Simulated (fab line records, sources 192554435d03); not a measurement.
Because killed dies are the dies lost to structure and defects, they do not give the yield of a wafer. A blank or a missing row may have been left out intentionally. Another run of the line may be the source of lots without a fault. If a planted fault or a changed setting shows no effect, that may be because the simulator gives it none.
fab line records	flow n5_finfet	part 1 of 2: steps 1 to 23 of 29
record: lots: 5	wafers: 15	last_day: 15
route steps=1938 shown GATE_CUT@511 MOL_CONTACT_COAG@517
lots untouched by any fault: they come from a run of this same line in which no faults occurred
start_h: hours from the record's first day to the start of the lot's first wafer shown	wait_h: hours since the lot's step before	" same as the row above	L1.1+2: one row covering several wafers at once	- no value present, or no start provided	* or withheld: withheld	< > ~ a bound
route shown NAME@n: NAME is a module with steps in the file, n the number in the route of the first one	usual: mean/standard deviation taken from wafers without a fault	same: alike in all rows	chamber/n: place in a boat	sites: each site's reading	_std_site: standard deviation across them	_edge_site: inner sites' mean taken away from outer sites' mean	radius_mm: how far each site lies from the wafer's centre	mask NAME#n: copy n	behind: the most recent tool/chamber to have shaped the wafer	hold: cause of the lot's hold/its duration in hours/its outcome	device: which transistor (n, p or np) failed to switch	end of line: tests run on the same wafers once the route is complete	where a step has no rows: the recipe by itself	killed: dies lost to structure and defects at the first sort, not the wafer's yield	map: a wafer's dies, marking killed ones x, the rest . and places with no die _
set.NAME: setting as actually run; set.NAME@STEP: the setting as run at that earlier step	model.NAME: the simulator's own value behind a step, which no gauge read
lots at some steps of the route; a table a step, a row a wafer
services: a tool's chamber out of use, with start hour (start_h, from the record's first day; less than 0 if before it), hours out, and reason
== steps ==
step: N5_GATE_CUT_CMP_23
recipe: stop_on: SiO2	t_overpolish_s: 23.4	post_cmp_clean: alkaline_brush	down_force_psi: 2.5	platen_rpm: 51.8	pad_velocity_m_s: 1.0307	target_thk_nm: 16
usual: motor_current_A: 9.2/1	overpolish_run_s: 23.401/0.0096	time_to_endpoint_s: 17.2/2.7
lot.wafer	tool	chamber	start_h	wait_h	motor_current_A	overpolish_run_s	time_to_endpoint_s
L075.3	cmp-03	0	98.54	1.0	9.2	23.413	18.1
L075.4	"	1	"	"	9.7	23.400	21.1
L075.5	"	0	"	"	9.1	23.412	17.4
L080.3	cmp-04	3	125.66	0.8	10.7	23.408	14.0
L080.1	"	0	"	"	9.6	23.422	19.7
L080.4	"	1	"	"	8.4	23.402	15.2
L083.4	cmp-04	1	145.01	0.8	8.3	23.412	18.3
L083.1	"	2	"	"	8.2	23.410	21.9
L083.2	"	3	"	"	10.5	23.399	14.2
L086.4	cmp-02	3	164.40	0.8	8.3	23.410	16.0
L086.3	"	0	"	"	10.5	23.405	16.1
L086.2	"	1	"	"	11.3	23.418	16.6
L088.2	cmp-02	2	173.74	0.8	8.5	23.375	22.3
L088.4	"	0	"	"	9.2	23.403	15.4
L088.3	"	1	"	"	11.7	23.412	16.5
step: N5_GATE_CUT_THK_MEAS_24
recipe: reads: SiO2_of_GATE_CUT_HM_DEP_46+SiO2_flowable_of_ILD0_FCVD_FILL_01
usual: GC_FILL_THK: 219.7/2.1
lot.wafer	tool	chamber	start_h	wait_h	GC_FILL_THK[nm]
L075.3	film_metro-01	-	98.83	-	218.6
L075.4	"	-	"	"	223.3
L075.5	"	-	"	"	220.9
L080.1	film_metro-01	-	125.95	-	216.7
L080.3	"	-	"	"	215.6
L080.4	"	-	"	"	221.6
L083.1	film_metro-01	-	145.26	-	217.9
L083.2	"	-	"	"	215.6
L083.4	"	-	"	"	221.6
L086.2	film_metro-02	-	164.70	-	220.6
L086.3	"	-	"	"	219.7
L086.4	"	-	"	"	219.1
L088.2	film_metro-01	-	174.04	-	217.6
L088.3	"	-	"	"	219.5
L088.4	"	-	"	"	219.5
step: N5_GATE_CUT_CMP_43
recipe: material: SiO2	post_cmp_clean: rinse_only
usual: motor_current_A: 12.4/1.5
lot.wafer	tool	chamber	start_h	wait_h	motor_current_A
L075.4	cmp-03	1	98.86	0.0	12.6
L075.3	"	2	"	"	11.0
L075.5	"	1	"	"	12.4
L080.3	cmp-02	1	125.98	0.0	15.8
L080.1	"	2	"	"	11.4
L080.4	"	0	"	"	13.0
L083.1	cmp-02	2	145.29	0.0	11.7
L083.2	"	3	"	"	11.1
L083.4	"	1	"	"	14.8
L086.3	cmp-04	0	164.80	0.1	13.1
L086.2	"	1	"	"	12.0
L086.4	"	2	"	"	11.0
L088.3	cmp-04	1	174.14	0.1	10.8
L088.2	"	2	"	"	10.8
L088.4	"	3	"	"	14.0
step: N5_GATE_CUT_CMP_61
recipe: stop_on: SiNx	t_overpolish_s: 3	post_cmp_clean: alkaline_brush	down_force_psi: 4	platen_rpm: 27.09	pad_velocity_m_s: 0.539
usual: motor_current_A: 12.5/1.5
lot.wafer	tool	chamber	start_h	wait_h	motor_current_A
L075.4	cmp-03	1	99.34	0.4	12.4
L075.3	"	2	"	"	11.3
L075.5	"	1	"	"	12.7
L080.3	cmp-02	1	126.46	0.4	16.2
L080.1	"	2	"	"	11.2
L080.4	"	0	"	"	12.3
L083.1	cmp-02	2	145.77	0.4	11.2
L083.2	"	3	"	"	10.4
L083.4	"	1	"	"	15.6
L086.3	cmp-04	0	165.23	0.3	12.5
L086.2	"	1	"	"	11.9
L086.4	"	2	"	"	10.2
L088.3	cmp-04	1	174.57	0.3	11.2
L088.2	"	2	"	"	11.3
L088.4	"	3	"	"	13.9
step: N5_GATE_CUT_INSPECT_26
recipe: inspect_instrument: darkfield	mode: post_cmp
usual: raw_defect_count: 47/17
lot.wafer	tool	chamber	start_h	wait_h	raw_defect_count
L075.3	defect_inspect-02	-	99.58	0.0	31
L075.4	"	-	"	"	25
L075.5	"	-	"	"	30
L080.1	defect_inspect-02	-	126.70	0.0	36
L080.3	"	-	"	"	47
L080.4	"	-	"	"	48
L083.1	defect_inspect-01	-	146.00	0.0	38
L083.2	"	-	"	"	38
L083.4	"	-	"	"	34
L086.2	defect_inspect-01	-	165.44	0.0	77
L086.3	"	-	"	"	56
L086.4	"	-	"	"	38
L088.2	defect_inspect-01	-	174.78	0.0	25
L088.3	"	-	"	"	40
L088.4	"	-	"	"	54
step: N5_MOL_CONTACT_COAG_COAT_103
recipe: resist: SOC	temp_c: 250	time_s: 60	spin_rpm: 1500	resist_thk_nm: 80
usual: plate_temp_C: 250.00/0.17
lot.wafer	tool	chamber	start_h	wait_h	plate_temp_C
L075.3	litho_track-03	0	99.61	0.0	249.95
L075.4	"	0	"	"	249.86
L075.5	"	0	"	"	250.08
L080.1	litho_track-05	0	126.73	0.0	249.95
L080.3	"	0	"	"	250.31
L080.4	"	0	"	"	250.29
L083.1	litho_track-03	0	146.04	0.0	249.90
L083.2	"	0	"	"	249.65
L083.4	"	0	"	"	249.74
L086.2	litho_track-03	0	167.66	2.2	250.02
L086.3	"	0	"	"	250.20
L086.4	"	0	"	"	250.03
L088.2	litho_track-05	0	174.81	0.0	250.23
L088.3	"	0	"	"	249.88
L088.4	"	0	"	"	250.02
step: N5_MOL_CONTACT_COAG_COAT_104
recipe: resist: SiARC	temp_c: 220	time_s: 60	spin_rpm: 1500	resist_thk_nm: 12
usual: plate_temp_C: 220.04/0.17
lot.wafer	tool	chamber	start_h	wait_h	plate_temp_C
L075.3	litho_track-03	0	-	-	220.31
L075.4	"	0	"	"	219.89
L075.5	"	0	"	"	220.06
L080.1	litho_track-05	0	-	-	220.06
L080.3	"	0	"	"	220.13
L080.4	"	0	"	"	219.96
L083.1	litho_track-03	0	-	-	220.10
L083.2	"	0	"	"	220.19
L083.4	"	0	"	"	220.30
L086.2	litho_track-03	0	-	-	220.15
L086.3	"	0	"	"	220.25
L086.4	"	0	"	"	220.17
L088.2	litho_track-05	0	-	-	220.03
L088.3	"	0	"	"	219.89
L088.4	"	0	"	"	220.01
step: N5_MOL_CONTACT_COAG_COAT_58
recipe: resist: underlayer	temp_c: 205	time_s: 60	spin_rpm: 1500	resist_thk_nm: 10
usual: plate_temp_C: 204.98/0.16
lot.wafer	tool	chamber	start_h	wait_h	plate_temp_C
L075.3	litho_track-03	0	-	-	204.82
L075.4	"	0	"	"	205.07
L075.5	"	0	"	"	205.38
L080.1	litho_track-05	0	-	-	204.87
L080.3	"	0	"	"	205.25
L080.4	"	0	"	"	205.00
L083.1	litho_track-03	0	-	-	204.82
L083.2	"	0	"	"	205.00
L083.4	"	0	"	"	205.14
L086.2	litho_track-03	0	-	-	205.18
L086.3	"	0	"	"	204.96
L086.4	"	0	"	"	205.08
L088.2	litho_track-05	0	-	-	205.20
L088.3	"	0	"	"	205.17
L088.4	"	0	"	"	204.99
step: N5_MOL_CONTACT_COAG_COAT_02
recipe: resist: CAR-EUV	spin_rpm: 1500	resist_thk_nm: 30
lot.wafer	tool	chamber	start_h	wait_h
L075.3+4+5	litho_track-03	0	-	-
L080.1+3+4	litho_track-05	0	-	-
L083.1+2+4	litho_track-03	0	-	-
L086.2+3+4	litho_track-03	0	-	-
L088.2+3+4	litho_track-05	0	-	-
step: N5_MOL_CONTACT_COAG_EBR_04
recipe: solvent: PGMEA	ebr_width_mm: 1.5
lot.wafer	tool	chamber	start_h	wait_h
L075.3+4+5	litho_track-03	0	-	-
L080.1+3+4	litho_track-05	0	-	-
L083.1+2+4	litho_track-03	0	-	-
L086.2+3+4	litho_track-03	0	-	-
L088.2+3+4	litho_track-05	0	-	-
step: N5_MOL_CONTACT_COAG_SOFTBAKE_03
recipe: temp_c: 110	time_s: 60	resist: CAR-EUV
usual: plate_temp_C: 110.00/0.14
lot.wafer	tool	chamber	start_h	wait_h	plate_temp_C
L075.3	litho_track-03	0	-	-	110.17
L075.4	"	0	"	"	109.94
L075.5	"	0	"	"	110.04
L080.1	litho_track-05	0	-	-	110.07
L080.3	"	0	"	"	110.04
L080.4	"	0	"	"	109.96
L083.1	litho_track-03	0	-	-	109.99
L083.2	"	0	"	"	109.90
L083.4	"	0	"	"	110.10
L086.2	litho_track-03	0	-	-	109.95
L086.3	"	0	"	"	109.87
L086.4	"	0	"	"	109.57
L088.2	litho_track-05	0	-	-	109.80
L088.3	"	0	"	"	109.80
L088.4	"	0	"	"	109.79
step: N5_MOL_CONTACT_COAG_EXPOSE_05
recipe: mask_id: CA	na: 0.33	source_shape: annular	sigma_inner: 0.4	sigma_outer: 0.8	polarization: unpolarized	defocus_nm: 0	dose_mj: 38.25
lot.wafer	tool	chamber	start_h	wait_h	mask
L075.3+4+5	euv_scanner-01	0	99.76	-	CA#0
L080.1+3+4	euv_scanner-01	0	126.86	-	CA#0
L083.1+2+4	euv_scanner-02	0	146.17	-	CA#0
L086.2+3+4	euv_scanner-02	0	168.91	-	CA#0
L088.2+3+4	euv_scanner-02	0	174.95	-	CA#0
step: N5_MOL_CONTACT_COAG_PEB_06
recipe: peb_temp_c: 100	peb_time_s: 60	resist: CAR-EUV
usual: plate_temp_C: 99.97/0.13
lot.wafer	tool	chamber	start_h	wait_h	plate_temp_C
L075.3	litho_track-05	0	99.81	0.0	100.17
L075.4	"	0	"	"	100.34
L075.5	"	0	"	"	100.24
L080.1	litho_track-03	0	126.93	0.1	100.01
L080.3	"	0	"	"	99.98
L080.4	"	0	"	"	100.09
L083.1	litho_track-05	0	146.24	0.1	99.78
L083.2	"	0	"	"	99.79
L083.4	"	0	"	"	99.52
L086.2	litho_track-02	0	168.97	0.0	99.72
L086.3	"	0	"	"	99.77
L086.4	"	0	"	"	99.87
L088.2	litho_track-02	0	175.01	0.0	100.24
L088.3	"	0	"	"	100.05
L088.4	"	0	"	"	99.88
step: N5_MOL_CONTACT_COAG_DEVELOP_07
recipe: develop_time_s: 30	developer: TMAH	resist: CAR-EUV	rinse_liquid: surfactant_rinse	dry: air_spin	dev_temp_c: 23
lot.wafer	tool	chamber	start_h	wait_h
L075.3+4+5	litho_track-05	0	-	-
L080.1+3+4	litho_track-03	0	-	-
L083.1+2+4	litho_track-05	0	-	-
L086.2+3+4	litho_track-02	0	-	-
L088.2+3+4	litho_track-02	0	-	-
step: N5_MOL_CONTACT_COAG_CD_MEAS_08
recipe: target_cd_nm: 28	landing_energy_ev: 500	detector: se_inlens	polarity: opening
usual: cd_nm: 28.07/0.28
same: landing_energy_ev: 500
lot.wafer	tool	chamber	start_h	wait_h	cd_nm
L075.3	cd_sem-03	0	99.88	-	27.76
L075.4	"	0	"	"	28.13
L075.5	"	0	"	"	28.09
L080.1	cd_sem-02	0	126.99	-	28.24
L080.3	"	0	"	"	28.28
L080.4	"	0	"	"	28.12
L083.1	cd_sem-01	0	146.30	-	28.46
L083.2	"	0	"	"	28.17
L083.4	"	0	"	"	27.97
L086.2	cd_sem-03	0	169.04	-	28.05
L086.3	"	0	"	"	27.61
L086.4	"	0	"	"	27.88
L088.2	cd_sem-01	0	175.08	-	28.40
L088.3	"	0	"	"	28.04
L088.4	"	0	"	"	27.99
step: N5_MOL_CONTACT_COAG_OVL_MEAS_09
recipe: points_per_wafer: 522
usual: CA_OVL: -0.1/0.57
lot.wafer	tool	chamber	start_h	wait_h	CA_OVL[nm]
L075.3	overlay-01	0	99.92	0.0	-1.1
L075.4	"	0	"	"	-0.3
L075.5	"	0	"	"	-0.6
L080.1	overlay-01	0	127.02	0.0	0.6
L080.3	"	0	"	"	0.1
L080.4	"	0	"	"	0.3
L083.1	overlay-01	0	146.33	0.0	-0.6
L083.2	"	0	"	"	-2.0
L083.4	"	0	"	"	-0.5
L086.2	overlay-01	0	169.07	0.0	-0.4
L086.3	"	0	"	"	0.3
L086.4	"	0	"	"	-0.1
L088.2	overlay-02	0	175.11	0.0	0.3
L088.3	"	0	"	"	0.4
L088.4	"	0	"	"	-0.3
step: N5_MOL_CONTACT_COAG_INSPECT_10
recipe: mode: adi	inspect_instrument: brightfield
usual: raw_defect_count: 84/28
lot.wafer	tool	chamber	start_h	wait_h	raw_defect_count
L075.3	defect_inspect-01	-	99.96	0.0	66
L075.4	"	-	"	"	42
L075.5	"	-	"	"	41
L080.1	defect_inspect-02	-	127.08	0.1	70
L080.3	"	-	"	"	77
L080.4	"	-	"	"	84
L083.1	defect_inspect-02	-	146.39	0.1	81
L083.2	"	-	"	"	66
L083.4	"	-	"	"	51
L086.2	defect_inspect-01	-	169.12	0.0	108
L086.3	"	-	"	"	103
L086.4	"	-	"	"	69
L088.2	defect_inspect-01	-	175.17	0.1	48
L088.3	"	-	"	"	76
L088.4	"	-	"	"	94
step: N5_MOL_CONTACT_COAG_DESCUM_13
recipe: chemistry: O2	time_s: 7	source_power_w: 50	bias_power_w: 20	pressure_mtorr: 20	rf_frequency_hz: 2.712e+07	temp_c: 40	resist: CAR-EUV	o2_flow_sccm: 225
usual: drypump_motor_current_A: 5.7/0.42	oes_product_au: 0.80/0.096	rf_vpp_V: 242.9/1.4	showerhead_plenum_p_Torr: 2.08/0.07	throttle_valve_pct: 20.46/0.27
lot.wafer	tool	chamber	start_h	wait_h	drypump_motor_current_A	oes_product_au	rf_hours_counter_h	rf_vpp_V	showerhead_plenum_p_Torr	throttle_valve_pct
L075.3	rie_diel-01	0	100.00	0.0	5.5	0.76	148	245.2	2.17	20.28
L075.4	"	2	"	"	5.8	0.72	-	242.5	2.09	20.57
L075.5	"	0	"	"	5.5	0.76	-	244.1	2.17	20.30
L080.1	rie_diel-01	1	127.12	0.0	5.3	0.72	198	240.4	2.01	21.06
L080.3	"	0	"	"	5.5	0.76	157	245.8	2.16	20.31
L080.4	"	2	"	"	5.8	0.70	185	242.3	2.08	20.57
L083.1	rie_diel-03	0	146.43	0.0	5.4	0.74	170	241.9	2.02	20.55
L083.2	"	3	"	"	6.6	0.83	61	244.8	2.21	20.18
L083.4	"	2	"	"	5.7	0.98	2	245.9	2.23	20.34
L086.2	rie_diel-06	0	169.16	0.0	6.5	0.77	127	242.2	2.02	20.51
L086.3	"	3	"	"	5.5	0.92	15	241.5	2.03	20.45
L086.4	"	0	"	"	6.5	0.77	-	242.0	2.02	20.52
L088.2	rie_diel-06	0	175.21	0.0	6.5	0.76	129	242.6	2.02	20.50
L088.3	"	3	"	"	5.6	0.91	18	242.3	2.03	20.46
L088.4	"	0	"	"	6.5	0.77	-	241.0	2.02	20.51
step: N5_MOL_CONTACT_COAG_ETCH_59
recipe: chemistry: N2/H2	target: underlayer	target_depth_a: 130	mask_material: CAR-EUV	time_s: 10.4	ion_energy_ev: 200	pressure_mtorr: 30	source_w: 840	bias_w: 150	n2_flow_sccm: 200	h2_flow_sccm: 200	ends: cleared
usual: drypump_motor_current_A: 5.7/0.42	etch_rf_on_time_s: 10.48/0.2	oes_product_au: 0.68/0.082	rf_vpp_V: 523.7/2.5	showerhead_plenum_p_Torr: 2.53/0.086	throttle_valve_pct: 17.90/0.26
lot.wafer	tool	chamber	start_h	wait_h	drypump_motor_current_A	etch_rf_on_time_s	oes_product_au	rf_hours_counter_h	rf_vpp_V	showerhead_plenum_p_Torr	throttle_valve_pct
L075.3	rie_diel-01	0	100.03	0.0	5.5	10.57	0.64	148	525.5	2.65	17.94
L075.4	"	2	"	"	5.8	10.73	0.61	-	523.5	2.54	17.95
L075.5	"	0	"	"	5.5	10.69	0.64	-	527.7	2.65	17.95
L080.1	rie_diel-01	1	127.15	0.0	5.3	10.48	0.61	198	521.2	2.42	18.38
L080.3	"	0	"	"	5.5	10.79	0.63	157	527.0	2.65	17.96
L080.4	"	2	"	"	5.8	10.90	0.60	185	523.7	2.54	17.95
L083.1	rie_diel-03	0	146.46	0.0	5.3	10.56	0.63	170	522.2	2.43	17.84
L083.2	"	3	"	"	6.6	10.85	0.71	61	528.2	2.67	17.48
L083.4	"	2	"	"	5.7	10.36	0.83	2	528.0	2.71	17.81
L086.2	rie_diel-06	0	169.19	0.0	6.5	10.60	0.66	127	519.6	2.45	17.80
L086.3	"	3	"	"	5.5	10.24	0.79	15	523.1	2.49	18.02
L086.4	"	0	"	"	6.5	10.75	0.65	-	522.0	2.45	17.80
L088.2	rie_diel-06	0	175.24	0.0	6.5	10.53	0.66	129	521.7	2.45	17.81
L088.3	"	3	"	"	5.6	10.12	0.78	18	523.5	2.49	18.05
L088.4	"	0	"	"	6.5	10.58	0.65	-	521.8	2.45	17.81
step: N5_MOL_CONTACT_COAG_ETCH_105
recipe: chemistry: CF4	target: SiARC	target_depth_a: 156	mask_material: CAR-EUV	time_s: 26	ion_energy_ev: 80	pressure_mtorr: 40	source_w: 545	bias_w: 36	Ar_flow_sccm: 100	cf4_flow_sccm: 100	ends: cleared
usual: drypump_motor_current_A: 5.7/0.42	etch_rf_on_time_s: 26.2/0.43	oes_product_au: 0.68/0.081	rf_vpp_V: 184.0/1	showerhead_plenum_p_Torr: 2.13/0.069	throttle_valve_pct: 15.64/0.26
lot.wafer	tool	chamber	start_h	wait_h	drypump_motor_current_A	etch_rf_on_time_s	oes_product_au	rf_hours_counter_h	rf_vpp_V	showerhead_plenum_p_Torr	throttle_valve_pct
L075.3	rie_diel-01	0	100.05	0.0	5.5	26.1	0.64	148	183.9	2.23	15.62
L075.4	"	2	"	"	5.8	26.0	0.61	-	183.6	2.13	15.73
L075.5	"	0	"	"	5.5	26.2	0.64	-	184.1	2.23	15.63
L080.1	rie_diel-01	1	127.17	0.0	5.3	25.8	0.62	198	182.3	2.05	16.12
L080.3	"	0	"	"	5.5	26.8	0.63	157	184.3	2.23	15.63
L080.4	"	2	"	"	5.8	26.5	0.61	185	183.8	2.13	15.74
L083.1	rie_diel-03	0	146.48	0.0	5.3	26.6	0.62	170	182.5	2.06	15.68
L083.2	"	3	"	"	6.6	26.9	0.71	61	185.6	2.24	15.35
L083.4	"	2	"	"	5.8	26.0	0.83	2	186.0	2.29	15.57
L086.2	rie_diel-06	0	169.21	0.0	6.4	26.7	0.65	127	182.8	2.07	15.65
L086.3	"	3	"	"	5.6	25.5	0.80	15	183.1	2.11	15.69
L086.4	"	0	"	"	6.5	26.7	0.65	-	183.2	2.07	15.65
L088.2	rie_diel-06	0	175.26	0.0	6.5	26.6	0.65	129	183.2	2.07	15.64
L088.3	"	3	"	"	5.5	25.9	0.78	18	182.6	2.10	15.71
L088.4	"	0	"	"	6.5	26.5	0.65	-	184.4	2.07	15.65
step: N5_MOL_CONTACT_COAG_ETCH_106
recipe: chemistry: N2/H2	target: SOC	target_depth_a: 800	overetch_a: 160	mask_material: SiARC	temp_c: 40	time_s: 120	ion_energy_ev: 200	pressure_mtorr: 30	source_w: 840	bias_w: 150	n2_flow_sccm: 200	h2_flow_sccm: 200
usual: drypump_motor_current_A: 5.7/0.42	oes_product_au: 0.72/0.081	rf_vpp_V: 523.5/2.5	showerhead_plenum_p_Torr: 2.53/0.086	throttle_valve_pct: 17.88/0.26
lot.wafer	tool	chamber	start_h	wait_h	drypump_motor_current_A	oes_product_au	rf_hours_counter_h	rf_vpp_V	showerhead_plenum_p_Torr	throttle_valve_pct
L075.3	rie_diel-01	0	100.08	0.0	5.5	0.69	148	526.8	2.65	17.93
L075.4	"	2	"	"	5.8	0.66	-	524.1	2.54	17.92
L075.5	"	0	"	"	5.5	0.68	-	525.5	2.65	17.90
L080.1	rie_diel-01	1	127.20	0.0	5.4	0.65	198	521.0	2.42	18.33
L080.3	"	0	"	"	5.5	0.67	157	527.4	2.65	17.94
L080.4	"	2	"	"	5.8	0.65	185	523.1	2.54	17.94
L083.1	rie_diel-03	0	146.51	0.0	5.4	0.66	170	520.2	2.43	17.81
L083.2	"	3	"	"	6.6	0.77	61	528.0	2.67	17.45
L083.4	"	2	"	"	5.8	0.87	2	527.5	2.71	17.77
L086.2	rie_diel-06	0	169.24	0.0	6.5	0.69	127	521.3	2.45	17.78
L086.3	"	3	"	"	5.6	0.82	15	523.3	2.49	18.00
L086.4	"	0	"	"	6.5	0.69	-	520.6	2.45	17.80
L088.2	rie_diel-06	0	175.29	0.0	6.5	0.69	129	520.8	2.45	17.78
L088.3	"	3	"	"	5.5	0.82	18	520.8	2.49	18.00
L088.4	"	0	"	"	6.5	0.69	-	519.8	2.45	17.78
step: N5_MOL_CONTACT_COAG_STRIP_107
recipe: chemistry: N2/H2	temp_c: 40	n2_flow_sccm: 200	h2_flow_sccm: 200	rf_frequency_hz: 6e+07
lot.wafer	tool	chamber	start_h	wait_h
L075.3+4+5	rie_diel-01	0,2,0	100.16	0.0
L080.1+3+4	rie_diel-01	1,0,2	127.28	0.0
L083.1+2+4	rie_diel-03	0,3,2	146.59	0.0
L086.2+3+4	rie_diel-06	0,3,0	169.32	0.0
L088.2+3+4	rie_diel-06	0,3,0	175.37	0.0
step: N5_MOL_CONTACT_COAG_STRIP_108
recipe: chemistry: N2/H2	temp_c: 40	n2_flow_sccm: 200	h2_flow_sccm: 200	rf_frequency_hz: 6e+07
lot.wafer	tool	chamber	start_h	wait_h
L075.3+4+5	rie_diel-01	0,2,0	100.17	0.0
L080.1+3+4	rie_diel-01	1,0,2	127.29	0.0
L083.1+2+4	rie_diel-03	0,3,2	146.60	0.0
L086.2+3+4	rie_diel-06	0,3,0	169.33	0.0
L088.2+3+4	rie_diel-06	0,3,0	175.38	0.0
